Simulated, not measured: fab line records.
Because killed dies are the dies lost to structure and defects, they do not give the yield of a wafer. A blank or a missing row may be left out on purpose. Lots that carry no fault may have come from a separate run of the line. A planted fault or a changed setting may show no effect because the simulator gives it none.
Split-lot trial || flow n5 finfet || 21 wafers read across 7 lots, on a route 1938 steps long

## SPLIT DETAILS
At N5_BEOL_M13_COAT_04 (resist thk 400 nm), the setting spin rpm was moved away from the recipe's 1625 rpm on 6 of the 21 wafers read, by -9.8% to +7.9%. The other wafers ran this setting at the recipe's value.

## FROM THE SPLIT TO THE READING: what the file shows between them, 3 steps
- N5_BEOL_M13_EBR_06
- N5_BEOL_M13_SOFTBAKE_05: time 60 s
- N5_BEOL_M13_DESCUM_15: chemistry O2, time 7.9 s

## THE READING
coat_of_BEOL_M13_COAT_04.thk nm (the simulator's own value, which no gauge read), in nm, at N5_BEOL_M13_ETCH_59 (etches BARC in N2/H2, target depth 89 nm, overetch 26.7 nm, time 67.9 s). The file does not state a usual value for it. The 15 wafers here that ran the recipe average 317.9 nm, standard deviation 1.4 nm.

{"wafer": "L080.1", "tool, chamber at the split": "litho track-02, 0", "spin rpm as run, rpm": 1466, "against the recipe": "-9.8%", "coat_of_BEOL_M13_COAT_04.thk nm, nm": 338.6, "against lot-mates on the recipe": "+21.4"}
{"wafer": "L080.3", "tool, chamber at the split": "litho track-02, 0", "spin rpm as run, rpm": 1625, "against the recipe": "recipe", "coat_of_BEOL_M13_COAT_04.thk nm, nm": 317.2, "against lot-mates on the recipe": "-"}
{"wafer": "L080.5", "tool, chamber at the split": "litho track-02, 0", "spin rpm as run, rpm": 1466, "against the recipe": "-9.8%", "coat_of_BEOL_M13_COAT_04.thk nm, nm": 336, "against lot-mates on the recipe": "+18.8"}
{"wafer": "L083.4", "tool, chamber at the split": "litho track-05, 0", "spin rpm as run, rpm": 1625, "against the recipe": "recipe", "coat_of_BEOL_M13_COAT_04.thk nm, nm": 318.4, "against lot-mates on the recipe": "-"}
{"wafer": "L083.5", "tool, chamber at the split": "litho track-05, 0", "spin rpm as run, rpm": 1625, "against the recipe": "recipe", "coat_of_BEOL_M13_COAT_04.thk nm, nm": 318.2, "against lot-mates on the recipe": "-"}
{"wafer": "L083.6", "tool, chamber at the split": "litho track-05, 0", "spin rpm as run, rpm": 1625, "against the recipe": "recipe", "coat_of_BEOL_M13_COAT_04.thk nm, nm": 319.8, "against lot-mates on the recipe": "-"}
{"wafer": "L086.4", "tool, chamber at the split": "litho track-05, 0", "spin rpm as run, rpm": 1625, "against the recipe": "recipe", "coat_of_BEOL_M13_COAT_04.thk nm, nm": 318, "against lot-mates on the recipe": "-"}
{"wafer": "L086.5", "tool, chamber at the split": "litho track-05, 0", "spin rpm as run, rpm": 1625, "against the recipe": "recipe", "coat_of_BEOL_M13_COAT_04.thk nm, nm": 319.8, "against lot-mates on the recipe": "-"}
{"wafer": "L086.6", "tool, chamber at the split": "litho track-05, 0", "spin rpm as run, rpm": 1536, "against the recipe": "-5.5%", "coat_of_BEOL_M13_COAT_04.thk nm, nm": 329.6, "against lot-mates on the recipe": "+10.7"}
{"wafer": "L090.2", "tool, chamber at the split": "litho track-03, 0", "spin rpm as run, rpm": 1625, "against the recipe": "recipe", "coat_of_BEOL_M13_COAT_04.thk nm, nm": 318.2, "against lot-mates on the recipe": "-"}
{"wafer": "L090.3", "tool, chamber at the split": "litho track-03, 0", "spin rpm as run, rpm": 1625, "against the recipe": "recipe", "coat_of_BEOL_M13_COAT_04.thk nm, nm": 314.6, "against lot-mates on the recipe": "-"}
{"wafer": "L090.4", "tool, chamber at the split": "litho track-03, 0", "spin rpm as run, rpm": 1625, "against the recipe": "recipe", "coat_of_BEOL_M13_COAT_04.thk nm, nm": 318.8, "against lot-mates on the recipe": "-"}
{"wafer": "L093.1", "tool, chamber at the split": "litho track-03, 0", "spin rpm as run, rpm": 1754, "against the recipe": "+7.9%", "coat_of_BEOL_M13_COAT_04.thk nm, nm": 298.4, "against lot-mates on the recipe": -17.0}
{"wafer": "L093.2", "tool, chamber at the split": "litho track-03, 0", "spin rpm as run, rpm": 1625, "against the recipe": "recipe", "coat_of_BEOL_M13_COAT_04.thk nm, nm": 315.4, "against lot-mates on the recipe": "-"}
{"wafer": "L093.5", "tool, chamber at the split": "litho track-03, 0", "spin rpm as run, rpm": 1754, "against the recipe": "+7.9%", "coat_of_BEOL_M13_COAT_04.thk nm, nm": 300.8, "against lot-mates on the recipe": -14.6}
{"wafer": "L096.1", "tool, chamber at the split": "litho track-05, 0", "spin rpm as run, rpm": 1625, "against the recipe": "recipe", "coat_of_BEOL_M13_COAT_04.thk nm, nm": 318.2, "against lot-mates on the recipe": "-"}
{"wafer": "L096.2", "tool, chamber at the split": "litho track-05, 0", "spin rpm as run, rpm": 1547, "against the recipe": "-4.8%", "coat_of_BEOL_M13_COAT_04.thk nm, nm": 327.4, "against lot-mates on the recipe": "+8.8"}
{"wafer": "L096.3", "tool, chamber at the split": "litho track-05, 0", "spin rpm as run, rpm": 1625, "against the recipe": "recipe", "coat_of_BEOL_M13_COAT_04.thk nm, nm": 319, "against lot-mates on the recipe": "-"}
{"wafer": "L097.3", "tool, chamber at the split": "litho track-03, 0", "spin rpm as run, rpm": 1625, "against the recipe": "recipe", "coat_of_BEOL_M13_COAT_04.thk nm, nm": 316.4, "against lot-mates on the recipe": "-"}
{"wafer": "L097.4", "tool, chamber at the split": "litho track-03, 0", "spin rpm as run, rpm": 1625, "against the recipe": "recipe", "coat_of_BEOL_M13_COAT_04.thk nm, nm": 317.6, "against lot-mates on the recipe": "-"}
{"wafer": "L097.5", "tool, chamber at the split": "litho track-03, 0", "spin rpm as run, rpm": 1625, "against the recipe": "recipe", "coat_of_BEOL_M13_COAT_04.thk nm, nm": 318.4, "against lot-mates on the recipe": "-"}

FIT RESULTS
A straight line over all 21 wafers: coat_of_BEOL_M13_COAT_04.thk nm changes by -2.12 nm for each +1% of spin rpm; r = -0.99; the points scatter about the line by 1.5 nm.
The same after taking each lot's own level away (the mean of its wafers on the recipe; 21 wafers): -2.01 nm for each +1%; r = -0.99; scatter 1.1 nm.
According to that fit, moving spin rpm by its largest amount changes the reading by 20 nm.
From 315.40 to 318.90 nm: that is the span of the lots' own levels, equal to 2.5 times the standard deviation above.
So the lot-to-lot level changes the slope little: the two slopes agree.
Check: +19 nm against its lot-mates is what the line predicts for one of the wafers moved furthest among these (-9.8%) when that wafer is left out of the fit. Against them it came out at +21.4 nm.

## OTHER SPLITS ON THESE WAFERS
Other splits were also applied to these wafers ahead of the reading. Each is held against what the fit with the lots' levels taken away leaves over:
{"other split on the same wafers": "N5_BEOL_M9_TRENCH_ETCH_37 bias w", "wafers away from the commonest value": 2, "r with coat_of_BEOL_M13_COAT_04.thk nm (lot level and that fit taken away)": -0.20}
{"other split on the same wafers": "N5_BEOL_M11_PECVD_70 time s", "wafers away from the commonest value": 7, "r with coat_of_BEOL_M13_COAT_04.thk nm (lot level and that fit taken away)": -0.07}
{"other split on the same wafers": "N5_BEOL_M11_COAT_05 spin rpm", "wafers away from the commonest value": 9, "r with coat_of_BEOL_M13_COAT_04.thk nm (lot level and that fit taken away)": -0.20}
{"other split on the same wafers": "N5_BEOL_M11_DESCUM_16 time s", "wafers away from the commonest value": 6, "r with coat_of_BEOL_M13_COAT_04.thk nm (lot level and that fit taken away)": "+0.26"}
{"other split on the same wafers": "N5_BEOL_M11_COAT_63 spin rpm", "wafers away from the commonest value": 5, "r with coat_of_BEOL_M13_COAT_04.thk nm (lot level and that fit taken away)": "+0.04"}
{"other split on the same wafers": "N5_BEOL_M12_CMP_49 down force psi", "wafers away from the commonest value": 9, "r with coat_of_BEOL_M13_COAT_04.thk nm (lot level and that fit taken away)": -0.14}

## THE WHOLE CHAIN: every reading that the file lists as answering this split, in the file's order
{"step": "N5_BEOL_M13_COAT_04", "what it does": "resist thk 400 nm", "reading": "coat_of_BEOL_M13_COAT_04.thk nm (the simulator's own value, which no gauge read)", "change (the file's fit)": "-2.07 nm for each +1% of the setting", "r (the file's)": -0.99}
{"step": "N5_BEOL_M13_ETCH_59", "what it does": "etches BARC in N2/H2, target depth 89 nm, overetch 26.7 nm, time 67.9 s", "reading": "coat_of_BEOL_M13_COAT_04.thk nm (the simulator's own value, which no gauge read)", "change (the file's fit)": "-2 nm for each +1% of the setting", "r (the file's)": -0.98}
{"step": "N5_BEOL_M13_STRIP_63", "what it does": "strips in N2/H2", "reading": "strip time to endpoint s", "change (the file's fit)": "withheld for each +1% of the setting", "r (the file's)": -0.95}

## THE FILE'S OWN FIT
coat_of_BEOL_M13_COAT_04.thk nm changes by -2 nm for each +1% of spin rpm, r = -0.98.
